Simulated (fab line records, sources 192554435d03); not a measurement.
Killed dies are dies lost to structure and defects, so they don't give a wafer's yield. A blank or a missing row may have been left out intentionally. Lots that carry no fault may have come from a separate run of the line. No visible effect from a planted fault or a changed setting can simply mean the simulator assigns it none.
Which tool was responsible? || flow n5Finfet || 24 lots, 72 wafers sampled, at 2 steps of a route of 1938

== WHAT EACH GAUGE READ, for each wafer ==
N5_BEOL_M2_RS_MEAS_58: a four-point-probe measurement.
{"lot": "L074", "measured": "day 6 23:34", "on": "filmMetro-02", "M2_RS (ohm/sq)": "0.67 0.71 0.68"}
{"lot": "L075", "measured": "day 7 06:16", "on": "filmMetro-01", "M2_RS (ohm/sq)": "0.64 0.69 0.70"}
{"lot": "L076", "measured": "day 7 08:14", "on": "filmMetro-02", "M2_RS (ohm/sq)": "0.65 0.69 0.68"}
{"lot": "L078", "measured": "day 7 11:08", "on": "filmMetro-02", "M2_RS (ohm/sq)": "0.75 0.73 0.71"}
{"lot": "L077", "measured": "day 7 19:45", "on": "filmMetro-02", "M2_RS (ohm/sq)": "0.68 0.65 0.66"}
{"lot": "L079", "measured": "day 8 00:41", "on": "filmMetro-01", "M2_RS (ohm/sq)": "0.67 0.67 0.68"}
{"lot": "L080", "measured": "day 8 17:56", "on": "filmMetro-02", "M2_RS (ohm/sq)": "0.67 0.63 0.61"}
{"lot": "L081", "measured": "day 9 06:55", "on": "filmMetro-02", "M2_RS (ohm/sq)": "0.67 0.71 0.71"}
{"lot": "L084", "measured": "day 9 06:56", "on": "filmMetro-01", "M2_RS (ohm/sq)": "0.68 0.64 0.66"}
{"lot": "L082", "measured": "day 9 08:18", "on": "filmMetro-01", "M2_RS (ohm/sq)": "0.64 0.63 0.66"}
{"lot": "L083", "measured": "day 9 08:45", "on": "filmMetro-02", "M2_RS (ohm/sq)": "0.70 0.73 0.69"}
{"lot": "L085", "measured": "day 9 11:31", "on": "filmMetro-01", "M2_RS (ohm/sq)": "0.69 0.70 0.67"}
{"lot": "L086", "measured": "day 9 14:08", "on": "filmMetro-01", "M2_RS (ohm/sq)": "0.65 0.63 0.65"}
{"lot": "L087", "measured": "day 9 19:52", "on": "filmMetro-01", "M2_RS (ohm/sq)": "0.65 0.66 0.68"}
{"lot": "L089", "measured": "day 11 03:25", "on": "filmMetro-01", "M2_RS (ohm/sq)": "0.64 0.67 0.68"}
{"lot": "L088", "measured": "day 11 04:52", "on": "filmMetro-02", "M2_RS (ohm/sq)": "0.64 0.68 0.65"}
{"lot": "L090", "measured": "day 11 06:38", "on": "filmMetro-02", "M2_RS (ohm/sq)": "0.65 0.68 0.65"}
{"lot": "L091", "measured": "day 11 11:59", "on": "filmMetro-01", "M2_RS (ohm/sq)": "0.74 0.69 0.73"}
{"lot": "L092", "measured": "day 11 15:05", "on": "filmMetro-01", "M2_RS (ohm/sq)": "0.76 0.69 0.75"}
{"lot": "L093", "measured": "day 11 17:31", "on": "filmMetro-01", "M2_RS (ohm/sq)": "0.67 0.67 0.66"}
{"lot": "L095", "measured": "day 12 03:10", "on": "filmMetro-01", "M2_RS (ohm/sq)": "0.67 0.67 0.67"}
{"lot": "L094", "measured": "day 12 03:28", "on": "filmMetro-01", "M2_RS (ohm/sq)": "0.68 0.72 0.67"}
{"lot": "L097", "measured": "day 12 21:25", "on": "filmMetro-01", "M2_RS (ohm/sq)": "0.70 0.72 0.68"}
{"lot": "L096", "measured": "day 13 00:50", "on": "filmMetro-02", "M2_RS (ohm/sq)": "0.65 0.66 0.69"}

== TOOL THAT RAN EACH LOT (tool first, then ch and the chambers of the sampled wafers, then the start) ==
{"lot": "L074", "N5_BEOL_M2_CO_CAP_55": "cvdCo-01 ch 0,1,2, day 6 23:23"}
{"lot": "L075", "N5_BEOL_M2_CO_CAP_55": "cvdCo-01 ch 0,1, day 7 06:05"}
{"lot": "L076", "N5_BEOL_M2_CO_CAP_55": "cvdCo-02 ch 0,2, day 7 08:01"}
{"lot": "L078", "N5_BEOL_M2_CO_CAP_55": "cvdCo-01 ch 0,2, day 7 10:57"}
{"lot": "L077", "N5_BEOL_M2_CO_CAP_55": "cvdCo-02 ch 0,2, day 7 19:34"}
{"lot": "L079", "N5_BEOL_M2_CO_CAP_55": "cvdCo-01 ch 1,2, day 8 00:30"}
{"lot": "L080", "N5_BEOL_M2_CO_CAP_55": "cvdCo-02 ch 0,2, day 8 17:46"}
{"lot": "L081", "N5_BEOL_M2_CO_CAP_55": "cvdCo-01 ch 0,1,2, day 9 06:44"}
{"lot": "L084", "N5_BEOL_M2_CO_CAP_55": "cvdCo-02 ch 0,1, day 9 06:45"}
{"lot": "L082", "N5_BEOL_M2_CO_CAP_55": "cvdCo-01 ch 0,1, day 9 08:07"}
{"lot": "L083", "N5_BEOL_M2_CO_CAP_55": "cvdCo-02 ch 0,1,2, day 9 08:34"}
{"lot": "L085", "N5_BEOL_M2_CO_CAP_55": "cvdCo-01 ch 0,2, day 9 11:20"}
{"lot": "L086", "N5_BEOL_M2_CO_CAP_55": "cvdCo-02 ch 0,1,2, day 9 13:56"}
{"lot": "L087", "N5_BEOL_M2_CO_CAP_55": "cvdCo-02 ch 1,2, day 9 19:41"}
{"lot": "L089", "N5_BEOL_M2_CO_CAP_55": "cvdCo-01 ch 0,1,2, day 11 03:11"}
{"lot": "L088", "N5_BEOL_M2_CO_CAP_55": "cvdCo-02 ch 1,2, day 11 04:40"}
{"lot": "L090", "N5_BEOL_M2_CO_CAP_55": "cvdCo-02 ch 0,1, day 11 06:26"}
{"lot": "L091", "N5_BEOL_M2_CO_CAP_55": "cvdCo-02 ch 0,2, day 11 11:48"}
{"lot": "L092", "N5_BEOL_M2_CO_CAP_55": "cvdCo-02 ch 0,1, day 11 14:53"}
{"lot": "L093", "N5_BEOL_M2_CO_CAP_55": "cvdCo-01 ch 0,2, day 11 17:19"}
{"lot": "L095", "N5_BEOL_M2_CO_CAP_55": "cvdCo-02 ch 0,1,2, day 12 02:59"}
{"lot": "L094", "N5_BEOL_M2_CO_CAP_55": "cvdCo-02 ch 0,1,2, day 12 03:17"}
{"lot": "L097", "N5_BEOL_M2_CO_CAP_55": "cvdCo-02 ch 0,1,2, day 12 21:14"}
{"lot": "L096", "N5_BEOL_M2_CO_CAP_55": "cvdCo-02 ch 1,2, day 13 00:39"}
- N5_BEOL_M2_CO_CAP_55: material Co, precursor CCTBA/H2, target thk 2 nm, time 102.1 s.

== AS READ BY THE TOOLS THEMSELVES (means over the sampled wafers that have a number; for cases with no such wafer, the mark the record gives instead) ==
N5_BEOL_M2_CO_CAP_55.
{"lot": "L074", "tool": "cvdCo-01", "heaterPowerW (W)": 233}
{"lot": "L075", "tool": "cvdCo-01", "heaterPowerW (W)": 221}
{"lot": "L076", "tool": "cvdCo-02", "heaterPowerW (W)": 242}
{"lot": "L078", "tool": "cvdCo-01", "heaterPowerW (W)": 245}
{"lot": "L077", "tool": "cvdCo-02", "heaterPowerW (W)": 244}
{"lot": "L079", "tool": "cvdCo-01", "heaterPowerW (W)": 236}
{"lot": "L080", "tool": "cvdCo-02", "heaterPowerW (W)": 242}
{"lot": "L081", "tool": "cvdCo-01", "heaterPowerW (W)": 234}
{"lot": "L084", "tool": "cvdCo-02", "heaterPowerW (W)": 225}
{"lot": "L082", "tool": "cvdCo-01", "heaterPowerW (W)": 220}
{"lot": "L083", "tool": "cvdCo-02", "heaterPowerW (W)": 236}
{"lot": "L085", "tool": "cvdCo-01", "heaterPowerW (W)": 240}
{"lot": "L086", "tool": "cvdCo-02", "heaterPowerW (W)": 237}
{"lot": "L087", "tool": "cvdCo-02", "heaterPowerW (W)": 241}
{"lot": "L089", "tool": "cvdCo-01", "heaterPowerW (W)": 234}
{"lot": "L088", "tool": "cvdCo-02", "heaterPowerW (W)": 226}
{"lot": "L090", "tool": "cvdCo-02", "heaterPowerW (W)": 225}
{"lot": "L091", "tool": "cvdCo-02", "heaterPowerW (W)": 243}
{"lot": "L092", "tool": "cvdCo-02", "heaterPowerW (W)": 224}
{"lot": "L093", "tool": "cvdCo-01", "heaterPowerW (W)": 246}
{"lot": "L095", "tool": "cvdCo-02", "heaterPowerW (W)": 234}
{"lot": "L094", "tool": "cvdCo-02", "heaterPowerW (W)": 235}
{"lot": "L097", "tool": "cvdCo-02", "heaterPowerW (W)": 238}
{"lot": "L096", "tool": "cvdCo-02", "heaterPowerW (W)": 230}

== THE ANSWER, worked out from the rows above alone ==
Rule: what is usual is taken from the lots themselves. The widest of any qualifying gaps counts: lots, ordered by their means at a reading, are off when they make up no more than a third of the lots, leave a main group of 4 or more, and stand apart from it by 3 or more times the standard deviation of that group's means. The tables above print the reading to a certain number of digits; a main group whose means all agree to those digits is not used. A lot without any number at a reading at which 4 lots or more have one is off too. Where the step has rows for the other lots, those lots are counted as sound. The gauges are gone through in route order, then the tools' own readings, and for those a lot's mean is taken as printed above. The first step at which some lot is off is used, and at that step the reading that is off furthest; a lot without a number counts as furthest.
No lot is off at any reading shown: from this, nothing can be told.

== WHAT THE SIMULATOR PUT IN ==
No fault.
